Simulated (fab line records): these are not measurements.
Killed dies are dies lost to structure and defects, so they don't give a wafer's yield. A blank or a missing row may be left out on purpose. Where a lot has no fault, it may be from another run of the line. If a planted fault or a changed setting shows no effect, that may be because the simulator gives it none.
fab line records	flow nand_harc
[record] lots = 12	wafers = 36	last_day = 32
route steps=1302 shown P_STI@89 P_GATE@124 END@1302
lots that met no fault: from a run of the same line without faults
start_h: the number of hours between the record's first day and the start of the first shown wafer of the lot	wait_h: how many hours have passed since the lot's step before this one	" the same as in the row above	L1.1+2: a row that stands for several wafers	- value missing, or start not given	* or withheld: withheld	< > ~ a bound
route shown NAME@n: NAME is a module with steps in the file, n the number in the route of the first one	usual: mean and standard deviation over wafers with no fault	same: alike in all rows	chamber/n: place in a boat	sites: per-site readings	_std_site: how widely they spread, as a standard deviation	_edge_site: outer sites' mean less inner sites'	radius_mm: how far each site lies from the wafer's centre	mask NAME#n: copy n	behind: the tool/chamber that last shaped the wafer	hold: reason for holding the lot/hours on hold/outcome of the hold	device: which transistor (n, p or np) failed to switch	end of line: tests of these same wafers at the route's end	a step with no rows: only its recipe	killed: the dies lost at the first sort to structure and to defects; this is not the yield of the wafer	map: per-die view of a wafer (x killed, . not killed, _ where there is no die)
set.NAME: the run value of the setting; set.NAME@STEP: its run value at that earlier step	model.NAME: the simulator's own value behind a step, which no gauge read
one table for each step of the route and one row for each wafer, over a sample of lots
services: when a tool's chamber went out of use (start_h, in hours from the record's first day, below 0 if earlier), for how many hours, and the reason
[[steps]]
[step NHARC_P_STI_ETCH_31]
[recipe] target_depth_a = 1089	time_s = 54.5	cf4_flow_sccm = 100	chf3_flow_sccm = 30	ar_flow_sccm = 0	rf_w = 500	bias_w = 200	chemistry = CF4/CHF3
[usual] drypump_motor_current_A = 5.7/0.52	mfc_ar_sccm = 0.010/0.013	oes_product_au = 0.958/0.017	rf_vpp_V = 371.4/2	showerhead_plenum_p_Torr = 1.60/0.057	throttle_valve_pct = 16.802/0.009
lot.wafer	tool	chamber	start_h	wait_h	drypump_motor_current_A	mfc_ar_sccm	oes_product_au	rf_hours_counter_h	rf_vpp_V	showerhead_plenum_p_Torr	throttle_valve_pct
L533.3	rie_diel-11	2	-	-	6.5	0	0.957	8	371.4	1.63	16.804
L533.2	"	3	"	"	6.3	0.018	0.961	8	368.0	1.50	16.786
L533.6	"	3	"	"	6.4	0.018	0.965	-	367.4	1.50	16.810
L534.4	rie_diel-04	2	-	-	5.7	0.001	0.960	2	370.1	1.53	16.778
L534.2	"	0	"	"	5.6	0	0.943	2	368.0	1.54	16.803
L534.6	"	2	"	"	5.7	0.001	0.953	-	370.9	1.53	16.812
L535.1	rie_diel-10	3	-	-	5.0	0.021	0.963	0	373.8	1.67	16.787
L535.6	"	3	"	"	5.0	0.021	0.971	-	373.2	1.67	16.803
L535.5	"	0	"	"	6.4	0.007	0.972	-	372.9	1.61	16.812
L543.1	rie_diel-04	2	-	-	5.7	0.001	0.973	7	370.8	1.52	16.816
L543.4	"	0	"	"	5.6	0	0.949	8	368.8	1.54	16.802
L543.6	"	2	"	"	5.7	0.001	0.973	-	368.6	1.52	16.801
L544.4	rie_diel-10	3	-	-	5.0	0.021	0.959	9	374.0	1.67	16.787
L544.1	"	1	"	"	5.1	0	0.964	8	373.1	1.64	16.823
L544.5	"	3	"	"	5.0	0.021	0.965	-	373.8	1.67	16.796
L545.4	rie_diel-04	3	-	-	5.5	0	0.958	8	370.4	1.61	16.817
L545.2	"	0	"	"	5.6	0	0.952	8	370.2	1.54	16.796
L545.5	"	2	"	"	5.7	0.001	0.966	-	367.7	1.52	16.796
L547.3	rie_diel-04	2	-	-	5.7	0.001	0.938	1	367.8	1.52	16.792
L547.4	"	2	"	"	5.7	0.001	0.942	-	369.0	1.52	16.810
L547.5	"	1	"	"	5.9	0.012	0.935	-	373.4	1.68	16.796
L548.1	rie_diel-11	3	-	-	6.3	0.018	0.970	6	368.6	1.50	16.802
L548.5	"	1	"	"	4.9	0.026	0.975	-	370.5	1.57	16.802
L548.6	"	2	"	"	6.5	0	0.967	-	371.5	1.62	16.802
L549.1	rie_diel-11	0	-	-	5.3	0.043	0.962	7	373.4	1.65	16.799
L549.3	"	1	"	"	4.9	0.026	0.948	6	369.9	1.57	16.806
L549.4	"	2	"	"	6.5	0	0.932	6	372.2	1.62	16.812
L551.2	rie_diel-04	0	-	-	5.6	0	0.957	2	369.9	1.54	16.804
L551.4	"	1	"	"	5.9	0.012	0.948	2	374.9	1.68	16.795
L551.3	"	2	"	"	5.7	0.001	0.974	2	368.7	1.52	16.813
L552.3	rie_diel-04	1	-	-	5.9	0.012	0.955	3	373.7	1.68	16.808
L552.5	"	3	"	"	5.4	0	0.970	-	371.6	1.61	16.794
L552.6	"	0	"	"	5.6	0	0.965	-	369.7	1.54	16.810
L554.4	rie_diel-04	3	-	-	5.5	0	0.933	5	372.0	1.61	16.798
L554.6	"	0	"	"	5.6	0	0.945	-	370.6	1.54	16.810
L554.5	"	1	"	"	5.9	0.012	0.932	-	374.0	1.68	16.809
[step NHARC_P_STI_INSPECT_25]
[usual] raw_defect_count = 212/73
lot.wafer	tool	chamber	start_h	wait_h	raw_defect_count
L533.2	defect_inspect-02	-	88.43	0.4	405
L533.3	"	-	"	"	157
L533.6	"	-	"	"	210
L534.2	defect_inspect-01	-	92.10	0.4	197
L534.4	"	-	"	"	191
L534.6	"	-	"	"	216
L535.1	defect_inspect-02	-	104.07	0.4	200
L535.5	"	-	"	"	235
L535.6	"	-	"	"	236
L543.1	defect_inspect-02	-	181.18	0.4	212
L543.4	"	-	"	"	256
L543.6	"	-	"	"	229
L544.1	defect_inspect-02	-	190.64	0.4	161
L544.4	"	-	"	"	230
L544.5	"	-	"	"	143
L545.2	defect_inspect-01	-	216.86	0.4	223
L545.4	"	-	"	"	86
L545.5	"	-	"	"	196
L547.3	defect_inspect-02	-	216.87	0.4	215
L547.4	"	-	"	"	194
L547.5	"	-	"	"	226
L548.1	defect_inspect-01	-	231.27	0.4	183
L548.5	"	-	"	"	280
L548.6	"	-	"	"	337
L549.1	defect_inspect-01	-	238.65	0.4	233
L549.3	"	-	"	"	199
L549.4	"	-	"	"	218
L551.2	defect_inspect-02	-	261.94	0.4	124
L551.3	"	-	"	"	161
L551.4	"	-	"	"	151
L552.3	defect_inspect-01	-	275.67	0.4	212
L552.5	"	-	"	"	244
L552.6	"	-	"	"	174
L554.4	defect_inspect-01	-	290.82	0.4	245
L554.5	"	-	"	"	170
L554.6	"	-	"	"	196
[step NHARC_P_GATE_DESCUM_13]
[recipe] time_s = 3	o2_flow_sccm = 200	ar_flow_sccm = 0	bias_power_w = 0	chemistry = O2
[usual] drypump_motor_current_A = 5.6/0.4	mfc_ar_sccm = 0.011/0.012	oes_product_au = 1.002/0.0066	rf_vpp_V = 58.0/0.99	showerhead_plenum_p_Torr = 1.96/0.098	throttle_valve_pct = 11.311/0.01
lot.wafer	tool	chamber	start_h	wait_h	drypump_motor_current_A	mfc_ar_sccm	oes_product_au	rf_hours_counter_h	rf_vpp_V	showerhead_plenum_p_Torr	throttle_valve_pct
L533.2	rie_diel-01	1	97.13	-	5.9	0.026	1.010	4.8	57.7	2.04	11.308
L533.3	"	3	"	"	5.5	0.033	1.011	5.4	58.0	2.03	11.312
L533.6	"	2	"	"	5.3	0.019	1.004	-	56.8	2.05	11.311
L534.2	rie_diel-12	0	101.35	-	5.9	0	1.010	0.0	56.0	1.79	11.319
L534.4	"	2	"	"	5.8	0.008	1.006	-	59.4	1.92	11.314
L534.6	"	3	"	"	5.7	0	1.016	-	56.1	1.81	11.311
L535.1	rie_diel-05	0	113.58	-	6.1	0.002	0.998	2.8	59.0	1.85	11.297
L535.6	"	2	"	"	5.6	0.010	1.003	-	57.3	1.89	11.308
L535.5	"	0	"	"	6.1	0.002	1.000	-	59.3	1.85	11.319
L543.1	rie_diel-12	3	192.79	-	5.7	0	0.995	4.1	56.2	1.81	11.316
L543.4	"	1	"	"	5.5	0	0.992	3.8	57.5	2.06	11.311
L543.6	"	2	"	"	5.8	0.008	0.989	-	59.0	1.92	11.303
L544.4	rie_diel-01	1	199.15	-	5.9	0.026	1.013	10.6	58.3	2.04	11.311
L544.1	"	0	"	"	4.8	0	1.003	10.5	57.0	2.00	11.319
L544.5	"	1	"	"	5.9	0.026	1.004	-	58.5	2.04	11.313
L545.4	rie_diel-12	2	225.73	-	5.8	0.008	0.994	6.2	58.3	1.92	11.310
L545.2	"	0	"	"	5.8	0	1.003	5.7	57.6	1.79	11.308
L545.5	"	2	"	"	5.8	0.008	1.000	-	56.9	1.92	11.306
L547.4	rie_diel-01	3	225.91	-	5.5	0.033	1.002	0.3	58.7	2.03	11.306
L547.3	"	1	"	"	5.9	0.026	0.994	0.4	58.6	2.04	11.332
L547.5	"	3	"	"	5.4	0.033	0.992	-	57.9	2.03	11.288
L548.1	rie_diel-12	1	239.94	-	5.5	0	1.000	7.0	57.8	2.06	11.313
L548.6	"	3	"	"	5.7	0	1.006	-	59.1	1.81	11.326
L548.5	"	0	"	"	5.8	0	1.015	-	56.6	1.79	11.294
L549.1	rie_diel-12	3	247.91	-	5.7	0	0.994	6.7	56.6	1.81	11.289
L549.3	"	0	"	"	5.8	0	0.999	6.7	58.2	1.79	11.306
L549.4	"	0	"	"	5.9	0	1.009	-	57.1	1.79	11.321
L551.2	rie_diel-01	0	270.45	-	4.8	0	1.007	3.1	58.4	2.00	11.321
L551.4	"	1	"	"	5.9	0.026	1.002	2.9	57.2	2.04	11.297
L551.3	"	2	"	"	5.3	0.019	1.001	3.0	58.6	2.04	11.308
L552.3	rie_diel-01	0	284.44	-	4.8	0	1.001	5.9	59.4	2.00	11.319
L552.6	"	3	"	"	5.5	0.033	1.006	-	58.0	2.03	11.315
L552.5	"	0	"	"	4.8	0	1.010	-	58.6	2.00	11.307
L554.4	rie_diel-01	3	302.03	-	5.5	0.033	1.002	6.7	57.5	2.03	11.316
L554.5	"	0	"	"	4.8	0	1.003	-	60.0	2.00	11.309
L554.6	"	1	"	"	5.9	0.026	1.004	-	57.9	2.04	11.317
[step NHARC_P_GATE_ALD_36]
[recipe] target_thk_a = 200	pulse_time_s = 60	ald_cycles = 223	temp_c = 400	material = SiNx
[usual] ald_cycles = 223/0	heater_power_outer_w = 498/69	heater_power_w = 806/81	precursor_pulse_height_rel = 1.000/0.018	susceptor_temp_C = 400.01/0.22
lot.wafer	tool	chamber	start_h	wait_h	ald_cycles	heater_power_outer_w	heater_power_w	precursor_pulse_height_rel	susceptor_temp_C
L533.2	ald_sin-01	0	113.53	-	223	454	746	0.977	400.31
L533.3	"	1	114.59	-	223	484	726	0.993	400.22
L533.6	"	0	117.77	-	223	442	749	0.994	399.88
L534.2	ald_sin-04	0	119.42	-	223	438	752	0.974	400.28
L534.4	"	1	120.48	-	223	482	777	1.021	400.14
L534.6	"	1	124.70	-	223	475	797	0.981	400.37
L535.1	ald_sin-03	2	130.01	-	223	476	787	1.025	400.13
L535.5	"	1	133.26	-	223	472	821	0.997	399.63
L535.6	"	2	134.34	-	223	480	773	1.002	399.92
L543.1	ald_sin-04	2	215.34	-	-	-	-	-	-
L543.4	"	0	217.46	-	-	-	-	-	-
L543.6	"	2	219.58	-	-	-	-	-	-
L544.1	ald_sin-03	2	219.15	-	-	-	-	-	-
L544.4	"	3	220.21	-	-	-	-	-	-
L544.5	"	0	221.28	-	-	-	-	-	-
L545.2	ald_sin-01	0	241.80	-	-	-	-	-	-
L545.4	"	2	243.94	-	-	-	-	-	-
L545.5	"	0	246.08	-	-	-	-	-	-
L547.4	ald_sin-04	1	241.91	-	223	473	810	1.009	399.77
L547.3	"	3	244.01	-	223	535	873	1.016	400.35
L547.5	"	1	246.11	-	223	476	816	0.978	399.60
L548.1	ald_sin-01	3	257.96	-	223	483	740	1.020	399.69
L548.5	"	3	262.22	-	223	481	733	1.015	399.77
L548.6	"	0	263.28	-	223	442	754	1.009	400.07
L549.3	ald_sin-04	1	264.57	-	223	501	839	1.010	400.08
L549.4	"	2	265.63	-	223	568	891	1.004	400.24
L549.1	"	0	267.74	-	223	470	811	1.006	399.99
L551.3	ald_sin-01	1	285.52	-	223	470	726	1.010	399.96
L551.2	"	3	287.66	-	223	473	741	1.024	400.06
L551.4	"	0	288.73	-	223	441	739	1.000	399.71
L552.3	ald_sin-04	1	299.49	-	223	508	859	1.019	399.73
L552.5	"	1	303.73	-	223	513	830	1.005	400.06
L552.6	"	2	304.79	-	223	570	878	1.023	400.14
L554.4	ald_sin-01	0	319.72	-	223	460	744	0.987	400.14
L554.5	"	2	321.81	-	223	450	753	1.031	400.03
L554.6	"	3	322.85	-	223	488	745	0.988	400.04
[step NHARC_END_SORT_01]
[recipe] temp_c = 25
[usual] killed_at_array = 54/16	killed_at_other = 0.6/0.86	killed_at_periphery = 3.8/2.6	killed_dies = 58/16	killed_open = 3.3/1.8	killed_short = 2.7/1.7
[same] gross_dies = 677
lot.wafer	tool	chamber	start_h	wait_h	killed_at_array	killed_at_other	killed_at_periphery	killed_dies	killed_open	killed_short
L543.1	prober-01	0	662.71	2.5	74	0	603	677	2	0
L543.4	prober-01	0	665.13	3.4	82	0	595	677	1	4
L543.6	prober-01	0	666.75	4.0	85	0	592	677	2	1
L544.1	prober-01	0	675.58	2.5	42	0	635	677	1	2
L544.4	prober-01	0	677.95	3.4	42	0	635	677	3	2
L544.5	prober-01	0	678.74	3.7	43	1	633	677	5	1
L545.2	prober-02	0	709.45	2.8	54	0	623	677	4	5
L545.4	prober-02	0	711.03	3.4	52	0	625	677	2	3
L545.5	prober-02	0	711.82	3.7	53	0	624	677	6	4
// killed by level:class
L543.1 P_GATE:area_ald=598 A_CHANNEL_HOLE_D1:chamber_film_flake=29 A_SLIT:chamber_film_flake=18 A_CHANNEL_HOLE_D2:chamber_film_flake=14 A_CONTACT:chamber_film_flake=6 P_GATE:chamber_film_flake=3 A_BLC:chamber_film_flake=3 A_STAIRCASE:chamber_film_flake=2
L543.4 P_GATE:area_ald=586 A_CHANNEL_HOLE_D1:chamber_film_flake=42 A_SLIT:chamber_film_flake=16 A_CHANNEL_HOLE_D2:chamber_film_flake=7 A_CONTACT:chamber_film_flake=5 P_GATE:chamber_film_flake=3 P_M2:chamber_film_flake=3 A_WL_FILL:chamber_film_flake=3
L543.6 P_GATE:area_ald=586 A_CHANNEL_HOLE_D1:chamber_film_flake=33 A_SLIT:chamber_film_flake=19 A_CHANNEL_HOLE_D2:chamber_film_flake=15 A_BLC:chamber_film_flake=7 A_CONTACT:chamber_film_flake=4 P_GATE:chamber_film_flake=3 A_CHANNEL_FILL_D2:chamber_film_flake=2
L544.1 P_GATE:area_ald=634 A_SLIT:chamber_film_flake=24 A_STAIRCASE:chamber_film_flake=3 A_CONTACT:chamber_film_flake=3 A_CHANNEL_FILL_D1:chamber_film_flake=2 A_CHANNEL_HOLE_D2:chamber_film_flake=2 A_SGD_CUT:chamber_film_flake=2 A_CHANNEL_FILL_D1:geometric_particle:open=1
L544.4 P_GATE:area_ald=633 A_SLIT:chamber_film_flake=20 A_STAIRCASE:chamber_film_flake=6 A_CHANNEL_HOLE_D1:chamber_film_flake=2 A_CHANNEL_HOLE_D2:chamber_film_flake=2 A_CONTACT:chamber_film_flake=2 A_BONDPAD:chamber_film_flake=2 A_CHANNEL_FILL_D1:geometric_particle:open=1
L544.5 P_GATE:area_ald=627 A_SLIT:chamber_film_flake=20 A_STAIRCASE:chamber_film_flake=4 A_BONDPAD:chamber_film_flake=4 P_ZERO_WELL:chamber_film_flake=3 A_CHANNEL_HOLE_D1:chamber_film_flake=3 A_DECK1_JOINT:geometric_particle:open=2 P_GATE:chamber_film_flake=2
L545.2 P_GATE:area_ald=619 A_CHANNEL_HOLE_D1:chamber_film_flake=35 P_GATE:chamber_film_flake=3 A_M1:chamber_film_flake=3 A_ONON_D1:geometric_particle:short=2 A_WL_FILL:geometric_particle:short=2 A_CONTACT:chamber_film_flake=2 P_CONTACT:geometric_particle:open=1
L545.4 P_GATE:area_ald=624 A_CHANNEL_HOLE_D1:chamber_film_flake=29 A_STAIRCASE:chamber_film_flake=7 A_CHANNEL_FILL_D1:chamber_film_flake=4 A_CONTACT:chamber_film_flake=4 A_WL_FILL:geometric_particle:short=2 A_SLIT:chamber_film_flake=2 P_M1:geometric_particle:open=1
L545.5 P_GATE:area_ald=621 A_CHANNEL_HOLE_D1:chamber_film_flake=34 A_STAIRCASE:chamber_film_flake=4 A_DECK1_JOINT:geometric_particle:open=2 A_WL_FILL:geometric_particle:short=2 A_WL_FILL:geometric_particle:open=2 P_ZERO_WELL:chamber_film_flake=2 A_SLIT:chamber_film_flake=2
[[services]]
tool	chamber	start_h	hours	kind
ald_sin-01	-	35.05	10.0	pm
ald_sin-01	-	56.60	0.3	repair
ald_sin-04	-	76.00	10.0	pm
rie_diel-12	1	90.37	12.6	repair
rie_diel-12	-	91.40	9.0	pm
rie_diel-01	-	124.55	0.7	repair
ald_sin-01	0	157.75	14.2	repair
rie_diel-01	3	158.58	3.0	repair
rie_diel-12	3	161.48	14.6	repair
rie_diel-04	0	177.67	24.1	repair
rie_diel-04	-	177.90	9.0	pm
ald_sin-04	-	195.78	0.3	repair
rie_diel-01	-	203.80	9.0	pm
ald_sin-01	-	210.85	1.0	repair
ald_sin-01	-	213.05	10.0	pm
rie_diel-01	-	222.88	0.7	repair
ald_sin-01	1	230.14	3.3	repair
rie_diel-12	0	240.26	1.3	repair
rie_diel-12	2	246.86	3.9	repair
ald_sin-01	1	247.86	8.7	repair
ald_sin-04	-	254.00	10.0	pm
rie_diel-04	-	279.04	0.5	repair
rie_diel-04	2	293.35	1.4	repair
rie_diel-04	2	309.20	31.1	repair
[[key]]
[first_sign] step = NHARC_P_GATE_ALD_36	reading = tool_record	direction = missing
[effect] step = NHARC_END_SORT_01	reading = killed_at_periphery	direction = up	sigmas = 99+	usual = 3.8	struck = 618.3
[more_kills_born_at] NHARC_P_GATE_ALD_36@ald_sin-03 = 1894	NHARC_P_GATE_ALD_36@ald_sin-01 = 1864	NHARC_P_GATE_ALD_36@ald_sin-04 = 1770
met_at NHARC_P_GATE_ALD_36
struck_lots L543,L544,L545
later_rows_left_out L543.1,L543.4,L543.6,L544.1,L544.4,L544.5,L545.2,L545.4,L545.5
tester_left_out L543,L544,L545
not_acting_at NHARC_P_STI_ETCH_31,NHARC_P_STI_INSPECT_25,NHARC_P_GATE_DESCUM_13
onset_between 130.01 215.34
[fault] kind = skipped_step_whole	tool = ald_sin-01,ald_sin-03,ald_sin-04	chamber = -	onset_h = 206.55	steps = NHARC_P_GATE_ALD_36	scope = struck_lots_only
// tester_left_out: of these lots the tester's yield and bins aren't shown, on N5 and GAA mostly nor the transistor test; their killed dies are dies lost to structure and defects alone, not to doping, threshold or leakage, so they don't give the yield
// later_rows_left_out: the simulator's readings of these wafers behind a module that went badly wrong aren't trusted and aren't shown, but for the sort
